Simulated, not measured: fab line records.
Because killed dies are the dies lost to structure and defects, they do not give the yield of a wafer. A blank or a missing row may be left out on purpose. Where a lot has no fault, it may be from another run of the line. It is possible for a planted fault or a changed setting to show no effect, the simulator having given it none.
fab line records -- flow n5_finfet -- part 1 of 2: steps 1 to 6 of 7
[record] lots = 8, wafers = 24, last_day = 19
route steps=1938 shown SD_EPI_P@308 SD_ACTIVATION@332 BEOL_M4@1111 PASSIVATION@1936
lots that met no fault: from a run of the same line without faults
start_h: hours from the record's first day to the start of the lot's first wafer shown -- wait_h: how many hours have passed since the lot's step before this one -- " same as the row above -- L1.1+2: a row that stands for several wafers -- - either no value or no given start -- * or withheld: withheld -- < > ~ a bound
route shown NAME@n: a module of which the file shows steps, and the number in the route of the first -- usual: mean and standard deviation over wafers with no fault -- same: alike in all rows -- chamber/n: place in a boat -- sites: the reading at each site -- _std_site: standard deviation across them -- _edge_site: mean of outer sites minus mean of inner sites -- radius_mm: how far each site lies from the wafer's centre -- mask NAME#n: copy n -- behind: the tool/chamber that last shaped the wafer -- hold: the reason the lot was held/the length of the hold in hours/how it ended -- device: names the non-switching transistor (n, p or np) -- end of line: tests run on the same wafers once the route is complete -- a step with no rows: only its recipe -- killed: dies lost to structure and defects at the first sort, not the wafer's yield -- map: a wafer's dies, x killed, . not, _ none there
set.NAME: the setting that was run; set.NAME@STEP: the one run at that earlier step -- model.NAME: the simulator's own value behind a step, which no gauge read
one table for each step of the route and one row for each wafer, over a sample of lots
services: a tool's chamber out of use, with start hour (start_h, from the record's first day; less than 0 if before it), hours out, and reason
[[steps]]
[step N5_SD_EPI_P_ETCH_37]
[recipe] chemistry = N2/H2, target = SOC, overetch_a = 1080, mask_material = SiARC, temp_c = 40, ion_energy_ev = 100, source_w = 3000, bias_w = 133, pressure_mtorr = 20, time_s = 486, n2_flow_sccm = 200, h2_flow_sccm = 200, ends = end_point
[usual] drypump_motor_current_A = 6.0/0.43, oes_product_au = 0.67/0.041, rf_fwd_power_W = 2997/8.6, rf_vpp_V = 240.3/1.2, showerhead_plenum_p_Torr = 2.51/0.086, temp_c = 39.98/0.11, throttle_valve_pct = 23.95/0.26
lot.wafer,tool,chamber,start_h,wait_h,drypump_motor_current_A,oes_product_au,rf_fwd_power_W,rf_hours_counter_h,rf_vpp_V,showerhead_plenum_p_Torr,temp_c,throttle_valve_pct
L872.1,rie_diel-02,2,58.27,0.0,6.6,0.74,2999,79,238.5,2.37,39.92,23.87
L872.4,rie_diel-02,1,58.27,0.0,5.5,0.71,3012,113,240.6,2.66,39.81,23.65
L872.6,rie_diel-02,3,58.27,0.0,6.2,0.68,3000,-,240.0,2.44,39.98,24.42
L873.2,rie_diel-06,3,65.54,0.0,6.6,0.66,3005,184,239.0,2.43,40.01,24.10
L873.4,rie_diel-06,2,65.54,0.0,5.6,0.69,3013,132,241.4,2.65,39.98,23.92
L873.6,rie_diel-06,2,65.54,0.0,5.6,0.69,3003,-,240.9,2.65,39.96,23.89
L886.1,rie_diel-06,2,142.96,0.0,5.6,0.68,2995,152,242.9,2.64,40.03,23.93
L886.3,rie_diel-06,3,142.96,0.0,6.7,0.65,2991,212,240.2,2.42,40.06,24.12
L886.4,rie_diel-06,0,142.96,0.0,6.0,0.63,2998,237,240.4,2.50,39.93,23.58
L888.1,rie_diel-01,3,160.79,0.0,6.3,0.62,3009,216,240.1,2.51,40.09,24.04
L888.2,rie_diel-01,1,160.79,0.0,5.5,0.64,2985,202,240.4,2.52,39.87,24.18
L888.4,rie_diel-01,2,160.79,0.0,5.5,0.70,2995,96,240.5,2.57,39.86,23.89
L891.1,rie_diel-02,0,167.90,0.0,6.7,0.87,2999,3,243.1,2.69,39.72,23.44
L891.2,rie_diel-02,3,167.90,0.0,6.2,0.65,2994,164,239.7,2.43,39.96,24.44
L891.6,rie_diel-02,3,167.90,0.0,6.2,0.66,3003,-,238.7,2.43,39.93,24.45
L893.1,rie_diel-06,1,180.05,0.0,6.0,0.71,2982,112,238.6,2.35,40.04,23.57
L893.2,rie_diel-06,3,180.05,0.0,6.6,0.64,3000,223,239.5,2.41,40.06,24.11
L893.3,rie_diel-06,0,180.05,0.0,6.0,0.62,2984,248,240.1,2.49,39.85,23.58
L894.1,rie_diel-01,1,188.71,0.0,5.5,0.63,2992,212,240.0,2.51,39.91,24.17
L894.2,rie_diel-01,3,188.71,0.0,6.3,0.62,2985,225,239.6,2.51,40.15,24.07
L894.6,rie_diel-01,2,188.71,0.0,5.4,0.69,3003,-,241.2,2.56,39.89,23.90
L895.1,rie_diel-06,1,193.08,0.0,6.0,0.71,2980,116,239.4,2.35,40.14,23.56
L895.3,rie_diel-06,3,193.08,0.0,6.6,0.64,2995,227,239.9,2.41,39.84,24.13
L895.5,rie_diel-06,2,193.08,0.0,5.6,0.66,2989,-,242.3,2.63,40.09,23.95
[step N5_SD_EPI_P_ETCH_47]
[recipe] chemistry = CH3F/O2, target = SiOCN, target_depth_a = 250, mask_material = SOC, ion_energy_ev = 60, bias_w = 29, pressure_mtorr = 30, source_w = 410, Ar_flow_sccm = 150, CH3F_flow_sccm = 30, O2_flow_sccm = 20
[usual] drypump_motor_current_A = 6.0/0.43, oes_o_777_au = 0.75/0.05, oes_product_au = 0.74/0.049, rf_fwd_power_W = 408.4/1.3, rf_vpp_V = 127.7/1.7, showerhead_plenum_p_Torr = 1.97/0.07, throttle_valve_pct = 16.42/0.21
lot.wafer,tool,chamber,start_h,wait_h,drypump_motor_current_A,oes_o_777_au,oes_product_au,rf_fwd_power_W,rf_hours_counter_h,rf_vpp_V,showerhead_plenum_p_Torr,throttle_valve_pct
L872.1,rie_diel-02,2,58.69,0.1,6.6,0.83,0.81,407.2,79,127.2,1.87,16.30
L872.4,rie_diel-02,1,58.69,0.1,5.5,0.78,0.77,410.1,113,129.5,2.10,16.23
L872.6,rie_diel-02,3,58.69,0.1,6.2,0.77,0.75,408.5,-,125.4,1.92,16.65
L873.2,rie_diel-06,3,65.96,0.1,6.6,0.73,0.73,409.1,184,126.0,1.89,16.42
L873.4,rie_diel-06,2,65.96,0.1,5.6,0.72,0.75,409.3,132,128.6,2.09,16.33
L873.6,rie_diel-06,2,65.96,0.1,5.6,0.73,0.75,411.3,-,129.5,2.08,16.30
L886.1,rie_diel-06,2,143.38,0.1,5.6,0.72,0.74,408.4,153,129.0,2.08,16.37
L886.3,rie_diel-06,3,143.38,0.1,6.6,0.72,0.71,408.6,213,126.0,1.88,16.46
L886.4,rie_diel-06,0,143.38,0.1,6.0,0.70,0.69,408.2,237,126.9,1.97,16.36
L888.1,rie_diel-01,3,161.21,0.1,6.3,0.71,0.69,408.7,216,125.3,1.98,16.43
L888.2,rie_diel-01,1,161.21,0.1,5.5,0.71,0.70,407.5,202,129.6,1.98,16.85
L888.4,rie_diel-01,2,161.21,0.1,5.4,0.79,0.79,410.6,96,129.1,2.02,16.25
L891.1,rie_diel-02,0,168.33,0.1,6.8,0.97,0.97,410.5,3,126.6,2.14,15.84
L891.2,rie_diel-02,3,168.33,0.1,6.2,0.74,0.72,409.3,164,125.9,1.91,16.71
L891.6,rie_diel-02,3,168.33,0.1,6.2,0.74,0.73,409.8,-,126.7,1.91,16.72
L893.1,rie_diel-06,1,180.48,0.1,6.0,0.78,0.80,407.7,113,129.0,1.85,16.18
L893.2,rie_diel-06,3,180.48,0.1,6.7,0.71,0.70,408.8,223,126.1,1.88,16.47
L893.3,rie_diel-06,0,180.48,0.1,6.0,0.69,0.68,409.5,248,128.2,1.97,16.38
L894.1,rie_diel-01,1,189.13,0.1,5.5,0.69,0.69,409.6,213,128.8,1.98,16.85
L894.2,rie_diel-01,3,189.13,0.1,6.3,0.70,0.69,408.9,225,125.0,1.98,16.45
L894.6,rie_diel-01,2,189.13,0.1,5.4,0.79,0.77,410.8,-,130.1,2.02,16.26
L895.1,rie_diel-06,1,193.51,0.1,6.0,0.78,0.79,410.8,116,130.3,1.85,16.19
L895.3,rie_diel-06,3,193.51,0.1,6.6,0.70,0.69,408.1,227,126.7,1.87,16.49
L895.5,rie_diel-06,2,193.51,0.1,5.6,0.70,0.72,408.6,-,129.3,2.07,16.37
[step N5_SD_EPI_P_ETCH_16]
[recipe] chemistry = CHF3/O2, target = SiO2, target_depth_a = 50, mask_material = SOC, pressure_mtorr = 30, source_w = 650, bias_w = 170, Ar_flow_sccm = 200, CHF3_flow_sccm = 50, O2_flow_sccm = 5, ion_energy_ev = 200
[usual] CHF3_flow_sccm = 49.99/0.16, drypump_motor_current_A = 6.0/0.44, oes_o_777_au = 0.75/0.048, oes_product_au = 0.74/0.049, rf_fwd_power_W = 643/3.1, rf_vpp_V = 526/6.7, showerhead_plenum_p_Torr = 2.38/0.081, throttle_valve_pct = 18.98/0.21
lot.wafer,tool,chamber,start_h,wait_h,CHF3_flow_sccm,drypump_motor_current_A,oes_o_777_au,oes_product_au,rf_fwd_power_W,rf_hours_counter_h,rf_vpp_V,showerhead_plenum_p_Torr,throttle_valve_pct
L872.1,rie_diel-02,2,58.79,0.1,50.09,6.6,0.85,0.82,645,79,519,2.26,18.87
L872.4,rie_diel-02,1,58.79,0.1,50.02,5.6,0.79,0.79,645,113,532,2.53,18.83
L872.6,rie_diel-02,3,58.79,0.1,49.90,6.2,0.77,0.76,643,-,519,2.31,19.21
L873.2,rie_diel-06,3,66.06,0.1,49.92,6.7,0.74,0.74,643,184,520,2.28,18.96
L873.4,rie_diel-06,2,66.06,0.1,49.91,5.6,0.75,0.75,646,132,530,2.50,18.86
L873.6,rie_diel-06,2,66.06,0.1,50.10,5.6,0.76,0.75,648,-,530,2.50,18.86
L886.1,rie_diel-06,2,143.48,0.1,50.06,5.6,0.73,0.73,646,153,531,2.49,18.89
L886.3,rie_diel-06,3,143.48,0.1,49.77,6.7,0.72,0.70,644,213,519,2.27,18.98
L886.4,rie_diel-06,0,143.48,0.1,50.25,6.0,0.71,0.68,643,237,524,2.37,18.85
L888.1,rie_diel-01,3,161.31,0.1,49.69,6.3,0.71,0.69,644,216,513,2.39,18.95
L888.2,rie_diel-01,1,161.31,0.1,50.06,5.6,0.71,0.70,645,202,529,2.38,19.40
L888.4,rie_diel-01,2,161.31,0.1,50.18,5.4,0.79,0.79,646,96,531,2.44,18.87
L891.1,rie_diel-02,0,168.43,0.1,50.11,6.8,0.98,0.98,643,3,523,2.57,18.45
L891.2,rie_diel-02,3,168.43,0.1,50.26,6.2,0.74,0.73,641,164,518,2.30,19.27
L891.6,rie_diel-02,3,168.43,0.1,50.08,6.2,0.74,0.72,642,-,519,2.30,19.28
L893.1,rie_diel-06,1,180.58,0.1,49.81,6.0,0.78,0.79,646,113,535,2.24,18.77
L893.2,rie_diel-06,3,180.58,0.1,49.92,6.7,0.71,0.70,645,223,519,2.26,19.00
L893.3,rie_diel-06,0,180.58,0.1,50.16,6.0,0.70,0.68,641,248,523,2.36,18.87
L894.1,rie_diel-01,1,189.23,0.1,49.77,5.5,0.70,0.69,643,213,530,2.38,19.44
L894.2,rie_diel-01,3,189.23,0.1,50.23,6.3,0.70,0.69,643,226,516,2.38,18.96
L894.6,rie_diel-01,2,189.23,0.1,49.95,5.4,0.79,0.77,644,-,530,2.43,18.88
L895.1,rie_diel-06,1,193.61,0.1,50.29,6.0,0.78,0.79,643,116,535,2.24,18.77
L895.3,rie_diel-06,3,193.61,0.1,50.34,6.6,0.71,0.70,643,227,520,2.26,19.03
L895.5,rie_diel-06,2,193.61,0.1,50.04,5.6,0.73,0.72,649,-,532,2.49,18.92
[step N5_SD_EPI_P_EPI_21]
[recipe] material = SiGe:B, dopant = B, temp_c = 550, pressure_torr = 20, ambient = H2, time_s = 355
lot.wafer,tool,chamber,start_h,wait_h
L872.1+4+6,epi_rpcvd-01,0,59.64,0.2
L873.2+4+6,epi_rpcvd-01,0,67.39,0.6
L886.1+3+4,epi_rpcvd-01,0,144.21,0.1
L888.1+2+4,epi_rpcvd-01,0,162.38,0.3
L891.1+2+6,epi_rpcvd-01,0,169.19,0.1
L893.1+2+3,epi_rpcvd-02,0,181.49,0.1
L894.1+2+6,epi_rpcvd-04,0,190.34,0.1
L895.1+3+5,epi_rpcvd-02,0,194.34,0.1
[step N5_SD_ACTIVATION_RS_MEAS_03]
[recipe] thk_meas_gauge = four-point-probe
[usual] RS_SD_N = 21.99/0.3, RS_SD_P = 56.3/0.82
lot.wafer,tool,chamber,start_h,wait_h,RS_SD_N[ohm/sq],RS_SD_P[ohm/sq]
L872.1,film_metro-02,-,63.30,0.2,21.97,56.0
L872.4,film_metro-02,-,63.30,0.2,22.04,55.7
L872.6,film_metro-02,-,63.30,0.2,22.11,56.4
L873.2,film_metro-02,-,70.49,0.2,22.09,56.3
L873.4,film_metro-02,-,70.49,0.2,22.12,57.2
L873.6,film_metro-02,-,70.49,0.2,22.41,57.3
L886.1,film_metro-01,-,147.02,0.2,22.16,115.0
L886.3,film_metro-01,-,147.02,0.2,22.23,114.1
L886.4,film_metro-01,-,147.02,0.2,22.35,114.5
L888.1,film_metro-02,-,166.98,0.2,22.30,113.3
L888.2,film_metro-02,-,166.98,0.2,22.26,111.8
L888.4,film_metro-02,-,166.98,0.2,21.99,113.8
L891.1,film_metro-01,-,172.57,0.2,21.92,117.4
L891.2,film_metro-01,-,172.57,0.2,21.40,117.9
L891.6,film_metro-01,-,172.57,0.2,21.89,115.8
L893.1,film_metro-02,-,184.31,0.2,21.59,54.4
L893.2,film_metro-02,-,184.31,0.2,21.38,55.3
L893.3,film_metro-02,-,184.31,0.2,21.73,54.7
L894.1,film_metro-01,-,193.14,0.2,22.05,56.9
L894.2,film_metro-01,-,193.14,0.2,22.44,57.0
L894.6,film_metro-01,-,193.14,0.2,22.31,56.4
L895.1,film_metro-02,-,197.14,0.2,21.76,55.6
L895.3,film_metro-02,-,197.14,0.2,21.94,55.6
L895.5,film_metro-02,-,197.14,0.2,21.71,55.7
[step N5_BEOL_M4_RC_MEAS_101]
[usual] DIBL_N = 36.4/1.9, DIBL_P = 35.8/2.1, IOFF_N = 0.158/0.029, IOFF_P = 0.21/0.035, IOFF_P_85C = 3.6/0.51, IOFF_P_LIN = 0.101/0.013, ION_N = 676/14, ION_P = 465/9.7, RC_DENSE_P = 23.7/0.64, RC_P = 19.4/0.52, REXT_P = 100.8/2.2, RS_SD_P = 66.2/0.94, SS_N = 71.5/0.66, SS_P = 73.4/0.7, VT_N = 249.8/3, VT_P = -250/3.3, VT_P_LVT = -98.6/2.8
lot.wafer,tool,chamber,start_h,wait_h,DIBL_N[mV/V],DIBL_P[mV/V],IOFF_N[nA/um],IOFF_P[nA/um],IOFF_P_85C[nA/um],IOFF_P_LIN[nA/um],ION_N[uA/um],ION_P[uA/um],RC_DENSE_P[ohm.um],RC_P[ohm.um],REXT_P[ohm.um],RS_SD_P[ohm/sq],SS_N[mV/dec],SS_P[mV/dec],VT_N[mV],VT_P[mV],VT_P_LVT[mV]
L872.1,prober-01,0,202.33,0.0,38.5,39.9,0.219,0.27,4.4,0.116,677,463,23.8,19.3,98.3,66.4,71.9,75.0,242.7,-249,-96.6
L872.4,prober-01,0,202.33,0.0,37.8,36.8,0.196,0.21,3.6,0.097,677,455,24.1,19.6,99.2,65.7,72.8,73.8,249.7,-251,-99.6
L872.6,prober-01,0,202.33,0.0,37.9,37.4,0.190,0.21,3.6,0.098,665,452,24.1,19.7,98.9,65.9,72.8,74.1,250.0,-253,-100.0
L873.2,prober-01,0,203.42,0.7,34.4,34.7,0.131,0.20,3.6,0.102,649,451,23.9,19.8,103.6,66.3,71.3,73.2,250.7,-249,-97.3
L873.4,prober-01,0,203.42,0.7,33.5,33.8,0.116,0.19,3.5,0.099,652,456,23.6,19.2,102.5,66.2,70.9,73.1,254.2,-249,-97.3
L873.6,prober-01,0,203.42,0.7,34.8,35.7,0.143,0.22,3.9,0.110,674,473,23.6,19.2,102.0,67.0,71.7,73.1,250.6,-248,-95.6
L886.1,prober-01,0,282.14,0.0,36.4,31.4,0.190,0.13,2.5,0.071,687,417,41.5,33.8,172.8,127.7,71.2,72.5,245.3,-260,-102.4
L886.3,prober-01,0,282.14,0.0,36.7,31.9,0.190,0.13,2.5,0.071,686,411,41.2,33.7,170.4,127.3,71.8,72.0,244.6,-257,-103.3
L886.4,prober-01,0,282.14,0.0,36.3,29.7,0.168,0.11,2.2,0.062,662,405,40.8,33.3,170.8,126.3,71.9,71.3,247.2,-259,-105.2
L888.1,prober-02,0,302.32,0.0,37.2,31.3,0.184,0.14,2.6,0.075,702,430,39.9,32.5,171.1,126.7,71.8,72.4,245.4,-256,-103.8
L888.2,prober-02,0,302.32,0.0,35.7,28.6,0.157,0.12,2.2,0.066,689,417,40.7,33.0,173.5,125.6,71.6,71.7,246.4,-258,-105.1
L888.4,prober-02,0,302.32,0.0,38.0,31.1,0.185,0.13,2.5,0.072,687,416,40.1,32.8,174.6,128.9,72.3,72.6,245.8,-258,-104.6
L891.1,prober-02,0,324.59,0.0,37.4,32.2,0.166,0.12,2.2,0.061,686,412,41.4,33.6,175.9,129.4,72.2,72.7,249.1,-262,-110.5
L891.2,prober-02,0,324.59,0.0,34.5,27.6,0.117,0.09,1.7,0.050,664,401,40.4,33.1,177.9,132.3,71.0,71.7,253.6,-265,-113.3
L891.6,prober-02,0,324.59,0.0,38.1,33.1,0.185,0.13,2.3,0.064,688,413,40.4,32.8,175.7,129.5,71.3,72.6,248.7,-262,-110.4
L893.1,prober-01,0,329.04,0.0,36.4,37.0,0.159,0.23,3.9,0.106,691,473,23.6,19.0,99.8,65.2,70.7,73.3,250.1,-250,-97.5
L893.2,prober-01,0,329.04,0.0,37.4,37.0,0.168,0.22,3.9,0.107,676,466,24.2,19.9,100.5,65.9,71.6,73.9,248.1,-250,-97.5
L893.3,prober-01,0,329.04,0.0,35.7,35.5,0.139,0.21,3.5,0.100,679,472,24.5,20.0,100.2,65.1,71.5,73.3,253.4,-250,-98.5
L894.1,prober-02,0,334.96,0.0,37.2,37.9,0.162,0.22,3.8,0.103,671,459,23.6,19.2,102.0,66.6,72.3,73.8,250.7,-250,-99.2
L894.2,prober-02,0,334.96,0.0,35.6,36.8,0.142,0.20,3.5,0.098,679,464,23.3,18.9,100.8,66.7,71.2,72.9,250.5,-249,-99.2
L894.6,prober-02,0,334.96,0.0,36.6,37.2,0.151,0.22,3.8,0.104,670,461,23.8,19.4,99.7,66.2,71.8,73.7,252.0,-248,-99.0
L895.1,prober-01,0,346.11,0.0,33.6,33.7,0.126,0.18,3.2,0.093,668,463,22.8,18.6,97.3,65.6,72.0,72.9,252.8,-250,-99.2
L895.3,prober-01,0,346.11,0.0,31.6,31.8,0.110,0.16,2.9,0.084,667,462,22.6,18.4,97.2,65.7,70.6,72.2,253.3,-254,-102.1
L895.5,prober-01,0,346.11,0.0,30.2,30.0,0.091,0.14,2.6,0.078,652,455,23.1,19.0,98.7,66.1,70.8,71.9,257.4,-254,-102.4
[[key]]
[first_sign] step = N5_SD_ACTIVATION_RS_MEAS_03, reading = RS_SD_P, direction = up, sigmas = 71, usual = 56.3, struck = 114.9
[effect] step = N5_BEOL_M4_RC_MEAS_101, reading = RS_SD_P, direction = up, sigmas = 66, usual = 66.2, struck = 128.2
[effect] step = N5_BEOL_M4_RC_MEAS_101, reading = REXT_P, direction = up, sigmas = 34, usual = 100.8, struck = 173.6
[effect] step = N5_BEOL_M4_RC_MEAS_101, reading = RC_DENSE_P, direction = up, sigmas = 26, usual = 23.7, struck = 40.7
[effect] step = N5_BEOL_M4_RC_MEAS_101, reading = RC_P, direction = up, sigmas = 26, usual = 19.4, struck = 33.2
[effect] step = N5_BEOL_M4_RC_MEAS_101, reading = ION_P, direction = down, sigmas = 5.2, usual = 465, struck = 414
[effect] step = N5_BEOL_M4_RC_MEAS_101, reading = VT_P, direction = down, sigmas = 3, usual = -250, struck = -260
[effect] step = N5_BEOL_M4_RC_MEAS_101, reading = VT_P_LVT, direction = down, sigmas = 2.8, usual = -98.6, struck = -106.5
[effect] step = N5_BEOL_M4_RC_MEAS_101, reading = IOFF_P_LIN, direction = down, sigmas = 2.7, usual = 0.101, struck = 0.066
[effect] step = N5_BEOL_M4_RC_MEAS_101, reading = IOFF_P_85C, direction = down, sigmas = 2.6, usual = 3.6, struck = 2.3
[effect] step = N5_BEOL_M4_RC_MEAS_101, reading = IOFF_P, direction = down, sigmas = 2.6, usual = 0.21, struck = 0.12, wafers_moved = 8
[effect] step = N5_BEOL_M4_RC_MEAS_101, reading = DIBL_P, direction = down, sigmas = 2.5, usual = 35.8, struck = 30.8
[effect] step = N5_BEOL_M4_RC_MEAS_101, reading = SS_P, direction = down, sigmas = 1.7, usual = 73.4, struck = 72.2
[effect] step = N5_PASSIVATION_PROBE_49, reading = sort_bin_8_speed, direction = up, sigmas = 99+, usual = 0.00, struck = 84.53
met_at N5_SD_EPI_P_EPI_21
struck_lots L886,L888,L891
not_acting_at N5_SD_EPI_P_ETCH_37,N5_SD_EPI_P_ETCH_47,N5_SD_EPI_P_ETCH_16
onset_between 67.39 144.21
[fault] kind = process_parameter_drift, tool = epi_rpcvd-01, chamber = -, onset_h = 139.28, steps = N5_SD_EPI_P_EPI_21, channel = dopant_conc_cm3, offset = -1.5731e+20, shape = step, end_h = 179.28, stated = 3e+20
